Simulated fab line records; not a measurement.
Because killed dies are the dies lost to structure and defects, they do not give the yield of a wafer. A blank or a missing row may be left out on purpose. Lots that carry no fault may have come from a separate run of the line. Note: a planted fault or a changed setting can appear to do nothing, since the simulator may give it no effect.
fab line records    flow nand_harc
record lots=12  wafers=35  last_day=34
route steps=1302 shown A_SLIT@937 A_SIN_REMOVE@951 A_WL_FILL@952 END@1302
lots untouched by any fault: they come from a run of this same line in which no faults occurred
start_h: hours from the record's opening day to when the first of the lot's shown wafers began    wait_h: hours since the lot's step before    " repeats the value in the row above    L1.1+2: a single row standing in for several wafers    - either no value or no given start    * or withheld: withheld    < > ~ a bound
route shown NAME@n: NAME is a module with steps in the file, n the number in the route of the first one    usual: mean and standard deviation over wafers with no fault    same: alike in all rows    chamber/n: place in a boat    sites: the reading at each site    _std_site: the standard deviation of these    _edge_site: the outer-site mean with the inner-site mean subtracted    radius_mm: for every site, how far away it sits from the centre of the wafer    mask NAME#n: copy n    behind: tool/chamber where the wafer was last shaped    hold: why the lot was held/for how many hours/how that ended    device: names the non-switching transistor (n, p or np)    end of line: the route-end tests of the same wafers    a step given without rows: its recipe and nothing more    killed: the dies lost at the first sort to structure and to defects; this is not the yield of the wafer    map: per-die view of a wafer (x killed, . not killed, _ where there is no die)
set.NAME: setting as actually run; set.NAME@STEP: the setting as run at that earlier step    model.NAME: the simulator's own value behind a step, which no gauge read
a sample of lots followed through the steps of the route, with each step as a table and each wafer as a row
services: a tool's chamber out of use, with start hour (start_h, from the record's first day; less than 0 if before it), hours out, and reason
## steps
# step NHARC_A_SLIT_ETCH_24
# recipe target_depth_a=1210  time_s=60.5  cf4_flow_sccm=100  chf3_flow_sccm=30  ar_flow_sccm=0  rf_w=500  bias_w=200  chemistry=CF4/CHF3
# usual drypump_motor_current_A=5.5/0.35  oes_product_au=0.960/0.016  rf_vpp_V=370.4/2.2  showerhead_plenum_p_Torr=1.57/0.061  throttle_valve_pct=16.803/0.0076
lot.wafer  tool         chamber  start_h  wait_h  drypump_motor_current_A  oes_product_au  rf_hours_counter_h  rf_vpp_V  showerhead_plenum_p_Torr  throttle_valve_pct
L114.3     rie_diel-01  0        458.75   0.1     4.9                      0.988           3                   372.6     1.67                      16.802
L114.4     "            2        "        "       5.6                      0.966           3                   368.2     1.55                      16.801
L114.6     "            0        "        "       4.9                      0.991           -                   373.0     1.67                      16.793
L115.2     rie_diel-11  1        458.94   0.1     5.9                      0.959           1                   371.2     1.56                      16.806
L115.1     "            2        "        "       5.9                      0.950           1                   368.6     1.51                      16.814
L115.4     "            3        "        "       5.4                      0.991           1                   369.0     1.52                      16.810
L116.1     rie_diel-01  3        468.97   0.1     5.7                      0.965           3                   372.3     1.66                      16.808
L116.4     "            2        "        "       5.6                      0.970           -                   371.0     1.55                      16.810
L116.6     "            3        "        "       5.7                      0.961           -                   373.3     1.66                      16.815
L119.1     rie_diel-01  2        494.60   0.1     5.7                      0.949           6                   369.3     1.55                      16.804
L119.2     "            3        "        "       5.7                      0.949           5                   371.9     1.66                      16.789
L129.2     rie_diel-11  2        596.16   0.1     5.9                      0.956           8                   368.5     1.51                      16.798
L129.3     "            3        "        "       5.4                      0.960           7                   369.3     1.52                      16.795
L129.4     "            0        "        "       5.9                      0.959           -                   371.6     1.58                      16.804
L128.4     rie_diel-03  0        597.67   0.1     5.3                      0.955           10                  369.6     1.53                      16.803
L128.2     "            2        "        "       5.3                      0.965           6                   366.5     1.47                      16.787
L128.5     "            1        "        "       6.0                      0.976           -                   367.7     1.51                      16.805
L127.3     rie_diel-11  2        598.48   0.1     5.9                      0.966           9                   368.6     1.51                      16.804
L127.2     "            3        "        "       5.4                      0.962           8                   367.9     1.52                      16.788
L127.5     "            1        "        "       5.9                      0.978           -                   369.8     1.56                      16.806
L130.2     rie_diel-01  1        626.25   0.1     5.3                      0.989           2                   373.4     1.65                      16.786
L130.3     "            2        "        "       5.6                      0.976           2                   370.5     1.55                      16.805
L130.4     "            0        "        "       4.9                      0.956           2                   373.9     1.66                      16.798
L132.1     rie_diel-11  2        637.11   0.1     5.9                      0.971           1                   368.5     1.51                      16.790
L132.3     "            0        "        "       5.9                      0.962           0                   368.8     1.58                      16.806
L132.6     "            2        "        "       5.9                      0.978           -                   369.5     1.51                      16.802
L134.4     rie_diel-11  1        668.58   0.1     6.0                      0.915           2                   370.8     1.56                      16.802
L134.1     "            2        "        "       5.9                      0.923           2                   369.0     1.51                      16.806
L134.2     "            0        "        "       5.9                      0.925           2                   371.4     1.58                      16.824
L135.1     rie_diel-11  0        670.92   0.1     5.9                      0.963           3                   370.2     1.58                      16.792
L135.3     "            1        "        "       5.9                      0.965           3                   369.6     1.56                      16.787
L135.5     "            0        "        "       5.9                      0.957           -                   371.1     1.58                      16.810
L137.4     rie_diel-01  2        689.62   0.1     5.6                      0.923           6                   369.1     1.55                      16.804
L137.1     "            0        "        "       4.9                      0.913           5                   374.2     1.66                      16.808
L137.5     "            1        "        "       5.4                      0.928           -                   374.5     1.65                      16.809
# step NHARC_A_SLIT_STRIP_18
# recipe o2_flow_sccm=500  ar_flow_sccm=0  bias_w=0  chemistry=O2
# usual drypump_motor_current_A=5.6/0.33  oes_product_au=0.999/0.0073  rf_vpp_V=57.7/0.83  showerhead_plenum_p_Torr=3.51/0.13  throttle_valve_pct=17.037/0.0085
lot.wafer  tool         chamber  start_h  wait_h  drypump_motor_current_A  oes_product_au  rf_hours_counter_h  rf_vpp_V  showerhead_plenum_p_Torr  throttle_valve_pct
L114.3     rie_diel-01  3        -        -       5.7                      0.996           3                   57.9      3.72                      17.047
L114.4     "            2        "        "       5.7                      1.000           -                   57.7      3.48                      17.032
L114.6     "            3        "        "       5.7                      0.993           -                   58.1      3.72                      17.043
L115.4     rie_diel-11  2        -        -       5.8                      0.994           1                   56.8      3.39                      17.041
L115.1     "            3        "        "       5.4                      1.005           1                   57.7      3.41                      17.046
L115.2     "            0        "        "       5.9                      0.996           2                   56.5      3.55                      17.046
L116.1     rie_diel-03  3        -        -       5.1                      1.002           0                   57.9      3.55                      17.029
L116.4     "            0        "        "       5.3                      1.009           0                   58.2      3.45                      17.044
L116.6     "            2        "        "       5.3                      0.994           -                   55.6      3.31                      17.025
L119.2     rie_diel-03  1        -        -       6.0                      0.991           1                   56.8      3.39                      17.031
L119.1     "            3        "        "       5.1                      1.002           2                   57.3      3.55                      17.041
L129.3     rie_diel-11  0        -        -       5.9                      0.981           9                   58.4      3.54                      17.034
L129.4     "            1        "        "       6.0                      1.007           9                   59.2      3.50                      17.037
L129.2     "            2        "        "       5.9                      0.992           10                  56.3      3.38                      17.042
L128.2     rie_diel-03  3        -        -       5.1                      1.010           10                  59.0      3.55                      17.033
L128.4     "            2        "        "       5.3                      1.000           -                   57.1      3.31                      17.046
L128.5     "            0        "        "       5.3                      1.001           -                   57.5      3.44                      17.027
L127.3     rie_diel-03  2        -        -       5.3                      0.999           7                   57.7      3.31                      17.032
L127.2     "            3        "        "       5.1                      0.997           10                  58.3      3.55                      17.035
L127.5     "            2        "        "       5.3                      0.996           -                   56.8      3.31                      17.034
L130.3     rie_diel-11  2        -        -       5.9                      0.985           0                   58.9      3.38                      17.051
L130.4     "            3        "        "       5.4                      0.991           0                   58.1      3.40                      17.038
L130.2     "            0        "        "       5.9                      0.992           0                   57.3      3.54                      17.039
L132.3     rie_diel-01  1        -        -       5.4                      1.001           3                   57.9      3.70                      17.041
L132.1     "            3        "        "       5.7                      0.995           3                   57.4      3.71                      17.036
L132.6     "            1        "        "       5.4                      1.002           -                   58.4      3.70                      17.043
L134.1     rie_diel-01  0        -        -       4.9                      0.993           5                   58.4      3.73                      17.038
L134.2     "            1        "        "       5.4                      1.004           5                   57.9      3.70                      17.027
L134.4     "            2        "        "       5.7                      0.990           5                   57.0      3.47                      17.022
L135.1     rie_diel-03  2        -        -       5.3                      0.981           1                   59.0      3.31                      17.047
L135.3     "            0        "        "       5.3                      0.982           1                   56.6      3.44                      17.035
L135.5     "            1        "        "       6.0                      0.992           -                   57.4      3.39                      17.027
L137.4     rie_diel-01  2        -        -       5.7                      1.003           7                   56.3      3.47                      17.025
L137.1     "            1        "        "       5.4                      1.011           6                   57.4      3.70                      17.041
L137.5     "            3        "        "       5.8                      1.008           -                   58.6      3.71                      17.035
# step NHARC_A_SIN_REMOVE_INSPECT_04
# usual raw_defect_count=386/71
lot.wafer  tool               chamber  start_h  wait_h  raw_defect_count
L115.1     defect_inspect-02  -        471.61   0.0     401
L115.2     "                  -        "        "       378
L115.4     "                  -        "        "       350
L114.3     defect_inspect-01  -        471.61   0.0     446
L114.4     "                  -        "        "       406
L114.6     "                  -        "        "       399
L116.1     defect_inspect-02  -        481.94   0.0     459
L116.4     "                  -        "        "       396
L116.6     "                  -        "        "       382
L119.1     defect_inspect-02  -        507.49   0.0     387
L119.2     "                  -        "        "       303
L129.2     defect_inspect-02  -        609.14   0.0     342
L129.3     "                  -        "        "       233
L129.4     "                  -        "        "       405
L128.2     defect_inspect-02  -        611.03   0.0     346
L128.4     "                  -        "        "       400
L128.5     "                  -        "        "       379
L127.2     defect_inspect-02  -        614.42   0.0     355
L127.3     "                  -        "        "       463
L127.5     "                  -        "        "       317
L130.2     defect_inspect-02  -        639.94   0.0     425
L130.3     "                  -        "        "       420
L130.4     "                  -        "        "       443
L132.1     defect_inspect-02  -        650.08   0.0     350
L132.3     "                  -        "        "       408
L132.6     "                  -        "        "       366
L134.1     defect_inspect-01  -        681.54   0.0     380
L134.2     "                  -        "        "       465
L134.4     "                  -        "        "       454
L135.1     defect_inspect-02  -        685.34   0.0     290
L135.3     "                  -        "        "       353
L135.5     "                  -        "        "       319
L137.1     defect_inspect-02  -        702.53   0.0     355
L137.4     "                  -        "        "       392
L137.5     "                  -        "        "       353
# step NHARC_A_WL_FILL_ALD_00
# recipe target_thk_a=30  pulse_time_s=3  ald_cycles=30  temp_c=300  material=Al2O3
# usual ald_cycles=30/0  heater_power_w=479/41  precursor_pulse_height_rel=0.997/0.021
lot.wafer  tool       chamber  start_h  wait_h  ald_cycles  heater_power_w  precursor_pulse_height_rel  since_wet_clean_h
L115.4     ald_hk-03  0        471.67   0.1     30          472             0.990                       71
L115.2     "          2        "        "       30          436             0.991                       71
L115.1     "          3        "        "       30          510             1.018                       71
L114.3     ald_hk-04  1        471.70   0.1     30          541             0.995                       27
L114.4     "          2        "        "       30          478             1.034                       27
L114.6     "          0        "        "       30          507             1.011                       -
L116.1     ald_hk-03  2        482.68   0.7     30          438             1.014                       82
L116.4     "          3        "        "       30          502             0.984                       82
L116.6     "          0        "        "       30          472             0.983                       -
L119.1     ald_hk-03  3        507.58   0.1     30          509             0.993                       107
L119.2     "          0        "        "       22          474             0.978                       107
L129.3     ald_hk-04  1        609.21   0.1     30          539             0.991                       165
L129.4     "          2        "        "       30          501             1.010                       165
L129.2     "          3        "        "       30          508             1.017                       165
L128.4     ald_hk-03  2        611.09   0.1     30          424             1.005                       32
L128.2     "          0        "        "       30          447             0.991                       32
L128.5     "          3        "        "       30          495             0.983                       -
L127.2     ald_hk-03  0        614.48   0.1     30          447             1.012                       36
L127.3     "          1        "        "       30          440             1.008                       36
L127.5     "          0        "        "       30          449             0.994                       -
L130.2     ald_hk-03  0        640.03   0.1     30          443             1.022                       61
L130.3     "          1        "        "       30          451             0.988                       61
L130.4     "          2        "        "       30          430             0.969                       61
L132.3     ald_hk-04  1        650.15   0.1     30          553             0.973                       28
L132.1     "          2        "        "       30          489             0.996                       28
L132.6     "          2        "        "       30          484             1.007                       -
L134.4     ald_hk-04  3        681.61   0.1     30          518             0.948                       59
L134.2     "          1        "        "       30          556             0.935                       59
L134.1     "          2        "        "       30          488             1.015                       59
L135.3     ald_hk-03  1        685.43   0.1     30          441             0.996                       107
L135.1     "          2        "        "       30          436             0.985                       107
L135.5     "          1        "        "       30          445             0.998                       -
L137.4     ald_hk-03  3        702.59   0.1     30          509             1.003                       124
L137.1     "          2        "        "       30          428             0.994                       124
L137.5     "          3        "        "       30          479             0.986                       -
# step NHARC_END_SORT_01
# recipe temp_c=25
# usual killed_at_array=53/21  killed_at_other=1.0/1.3  killed_at_periphery=3.8/2.4  killed_dies=58/21  killed_open=3.4/1.9  killed_short=2.4/1.5
# same gross_dies=677
lot.wafer  tool       chamber  start_h  wait_h  killed_at_array  killed_at_other  killed_at_periphery  killed_dies  killed_open  killed_short
L119.2     prober-01  0        603.28   2.8     51               3                0                    54           3            1
L130.2     prober-02  0        743.50   2.8     73               1                4                    78           3            5
L130.3     prober-02  0        744.32   3.1     106              0                4                    110          4            2
L130.4     prober-02  0        745.13   3.4     72               0                4                    76           4            0
# killed by level:class
L119.2 A_CHANNEL_HOLE_D1:chamber_film_flake=30 A_CHANNEL_HOLE_D2:chamber_film_flake=9 A_CONTACT:chamber_film_flake=4 THIN_TSV:chamber_film_flake=3 A_DECK1_JOINT:chamber_film_flake=3 A_CHANNEL_FILL_D2:geometric_particle:open=2 A_WL_FILL:geometric_particle:short=1 A_M1:geometric_particle:open=1
L130.2 A_SLIT:chamber_film_flake=21 A_CHANNEL_HOLE_D2:chamber_film_flake=17 A_CHANNEL_HOLE_D1:chamber_film_flake=13 A_CONTACT:chamber_film_flake=8 A_CHANNEL_FILL_D2:chamber_film_flake=5 A_WL_FILL:geometric_particle:short=2 P_ZERO_WELL:chamber_film_flake=2 A_WL_FILL:chamber_film_flake=2
L130.3 A_CHANNEL_HOLE_D1:chamber_film_flake=40 A_SLIT:chamber_film_flake=18 A_CONTACT:chamber_film_flake=16 A_CHANNEL_HOLE_D2:chamber_film_flake=15 A_CHANNEL_FILL_D2:chamber_film_flake=5 A_STAIRCASE:chamber_film_flake=5 P_STI:chamber_film_flake=2 A_CHANNEL_FILL_D1:chamber_film_flake=2
L130.4 A_SLIT:chamber_film_flake=20 A_CHANNEL_HOLE_D1:chamber_film_flake=16 A_CHANNEL_HOLE_D2:chamber_film_flake=15 A_CONTACT:chamber_film_flake=9 A_CHANNEL_FILL_D1:chamber_film_flake=3 A_CHANNEL_FILL_D2:chamber_film_flake=3 P_M2:geometric_particle:open=1 A_ONON_D1:geometric_particle:open=1
## services
tool         chamber  start_h  hours  kind
rie_diel-11  0        441.53   -      clean
rie_diel-03  0        444.76   5.7    repair
rie_diel-01  2        452.21   6.0    repair
rie_diel-01  1        452.26   2.6    repair
rie_diel-03  -        458.30   9.0    pm
rie_diel-01  0        462.93   8.3    repair
ald_hk-03    -        464.29   0.4    repair
rie_diel-11  1        473.78   9.3    repair
rie_diel-01  0        481.67   4.6    repair
rie_diel-01  1        488.90   16.5   repair
rie_diel-03  2        539.89   20.4   repair
rie_diel-01  -        541.39   0.2    repair
rie_diel-11  0        556.09   1.3    repair
rie_diel-01  -        557.83   9.0    pm
ald_hk-03    -        568.85   10.0   pm
rie_diel-11  1        594.94   3.3    repair
rie_diel-03  1        600.10   3.8    repair
rie_diel-11  -        609.53   9.0    pm
rie_diel-01  2        611.13   4.0    repair
ald_hk-04    -        612.30   10.0   pm
rie_diel-01  1        616.31   2.5    repair
rie_diel-01  1        629.42   5.3    repair
rie_diel-03  -        635.30   9.0    pm
rie_diel-01  0        635.73   9.3    repair
## key
first_sign step=NHARC_A_WL_FILL_ALD_00  reading=ald_cycles  direction=down  sigmas=99+  usual=30  struck=22
effect none on later readings
met_at NHARC_A_WL_FILL_ALD_00
struck_lots L119
struck_wafers L119.2
tester_left_out L119
not_acting_at NHARC_A_SLIT_ETCH_24,NHARC_A_SLIT_STRIP_18,NHARC_A_SIN_REMOVE_INSPECT_04
onset_between 482.68 507.58
fault kind=process_parameter_drift  tool=ald_hk-03  chamber=-  onset_h=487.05  steps=NHARC_A_WL_FILL_ALD_00  channel=ald_cycles  offset=-8  shape=step  end_h=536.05  scope=struck_wafers_only  acts_in=these_recipes_only  stated=30
# tester_left_out: of these lots the tester's yield and bins aren't shown, on N5 and GAA mostly nor the transistor test; their killed dies are dies lost to structure and defects alone, not to doping, threshold or leakage, so they don't give the yield
